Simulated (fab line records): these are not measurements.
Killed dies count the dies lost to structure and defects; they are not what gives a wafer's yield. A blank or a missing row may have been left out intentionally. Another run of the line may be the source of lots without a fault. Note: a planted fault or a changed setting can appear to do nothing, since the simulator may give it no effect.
Matching of chambers :: flow n5_finfet :: N5_DUMMY_GATE_ETCH_37 on rie_diel-02 has 4 sister chambers
The step etches SOC in N2/H2, target depth 60 nm, overetch 30 nm. 16 wafers are shown with their chamber, then 8 later ones without.

## WAFERS, EACH WITH ITS CHAMBER
wafer: L077.2
chamber: 3
drypump_motor_current_A (A): 4.9
showerhead_plenum_p_Torr (Torr): 2.62
throttle_valve_pct (%): 17.86

wafer: L077.3
chamber: 0
drypump_motor_current_A (A): 6.1
showerhead_plenum_p_Torr (Torr): 2.68
throttle_valve_pct (%): 17.53

wafer: L077.4
chamber: 1
drypump_motor_current_A (A): 5.8
showerhead_plenum_p_Torr (Torr): 2.52
throttle_valve_pct (%): 18.16

wafer: L078.1
chamber: 2
drypump_motor_current_A (A): 5.1
showerhead_plenum_p_Torr (Torr): 2.48
throttle_valve_pct (%): 17.74

wafer: L078.4
chamber: 1
drypump_motor_current_A (A): 5.9
showerhead_plenum_p_Torr (Torr): 2.52
throttle_valve_pct (%): 18.16

wafer: L078.5
chamber: 1
drypump_motor_current_A (A): 5.8
showerhead_plenum_p_Torr (Torr): 2.52
throttle_valve_pct (%): 18.15

wafer: L084.1
chamber: 1
drypump_motor_current_A (A): 5.9
showerhead_plenum_p_Torr (Torr): 2.51
throttle_valve_pct (%): 18.19

wafer: L084.2
chamber: 2
drypump_motor_current_A (A): 5.1
showerhead_plenum_p_Torr (Torr): 2.47
throttle_valve_pct (%): 17.76

wafer: L084.6
chamber: 3
drypump_motor_current_A (A): 4.9
showerhead_plenum_p_Torr (Torr): 2.62
throttle_valve_pct (%): 17.86

wafer: L085.3
chamber: 1
drypump_motor_current_A (A): 5.8
showerhead_plenum_p_Torr (Torr): 2.51
throttle_valve_pct (%): 18.17

wafer: L085.5
chamber: 3
drypump_motor_current_A (A): 4.9
showerhead_plenum_p_Torr (Torr): 2.62
throttle_valve_pct (%): 17.86

wafer: L085.6
chamber: 2
drypump_motor_current_A (A): 5.1
showerhead_plenum_p_Torr (Torr): 2.47
throttle_valve_pct (%): 17.74

wafer: L087.1
chamber: 1
drypump_motor_current_A (A): 5.8
showerhead_plenum_p_Torr (Torr): 2.51
throttle_valve_pct (%): 18.20

wafer: L087.2
chamber: 2
drypump_motor_current_A (A): 5.1
showerhead_plenum_p_Torr (Torr): 2.47
throttle_valve_pct (%): 17.77

wafer: L087.3
chamber: 0
drypump_motor_current_A (A): 6.1
showerhead_plenum_p_Torr (Torr): 2.67
throttle_valve_pct (%): 17.57

wafer: L088.2
chamber: 0
drypump_motor_current_A (A): 6.1
showerhead_plenum_p_Torr (Torr): 2.67
throttle_valve_pct (%): 17.56

SIGNATURES, as means of the wafers listed above
reading: drypump_motor_current_A
chamber 0: 6.100
chamber 1: 5.833
chamber 2: 5.100
chamber 3: 4.900
scatter within a chamber: 0.0333

reading: showerhead_plenum_p_Torr
chamber 0: 2.6733
chamber 1: 2.5150
chamber 2: 2.4725
chamber 3: 2.6200
scatter within a chamber: 0.00493

reading: throttle_valve_pct
chamber 0: 17.5533
chamber 1: 18.1717
chamber 2: 17.7525
chamber 3: 17.8600
scatter within a chamber: 0.0169
Rule: a wafer's distance from a chamber is the root of the sum, over the readings, of the square of ((its reading less the chamber's mean) divided by the reading's scatter). If the next closest chamber is less than 2 further off than the closest, the wafer can't be placed; otherwise it belongs to the closest. The scatter is the square root of a quotient: the sum, over the shown wafers, of each reading's squared deviation from its chamber's mean, divided by wafers minus chambers.

## WAFERS WITHOUT THEIR CHAMBER
wafer: L088.5
drypump_motor_current_A (A): 5.1
showerhead_plenum_p_Torr (Torr): 2.47
throttle_valve_pct (%): 17.77

wafer: L088.6
drypump_motor_current_A (A): 4.9
showerhead_plenum_p_Torr (Torr): 2.61
throttle_valve_pct (%): 17.88

wafer: L091.1
drypump_motor_current_A (A): 6.1
showerhead_plenum_p_Torr (Torr): 2.67
throttle_valve_pct (%): 17.59

wafer: L091.2
drypump_motor_current_A (A): 4.9
showerhead_plenum_p_Torr (Torr): 2.61
throttle_valve_pct (%): 17.90

wafer: L091.3
drypump_motor_current_A (A): 5.8
showerhead_plenum_p_Torr (Torr): 2.51
throttle_valve_pct (%): 18.20

wafer: L094.1
drypump_motor_current_A (A): 6.1
showerhead_plenum_p_Torr (Torr): 2.66
throttle_valve_pct (%): 17.60

wafer: L094.3
drypump_motor_current_A (A): 5.8
showerhead_plenum_p_Torr (Torr): 2.50
throttle_valve_pct (%): 18.21

wafer: L094.4
drypump_motor_current_A (A): 5.1
showerhead_plenum_p_Torr (Torr): 2.47
throttle_valve_pct (%): 17.79

## CHAMBER TAKEN BY EACH
wafer: L088.5
from the rows above: 2
in truth: 2

wafer: L088.6
from the rows above: 3
in truth: 3

wafer: L091.1
from the rows above: 0
in truth: 0

wafer: L091.2
from the rows above: 3
in truth: 3

wafer: L091.3
from the rows above: 1
in truth: 1

wafer: L094.1
from the rows above: 0
in truth: 0

wafer: L094.3
from the rows above: 1
in truth: 1

wafer: L094.4
from the rows above: 2
in truth: 2
Correct placement for 8 of the 8. Number that these rows cannot place: 0. Wrongly placed: 0.
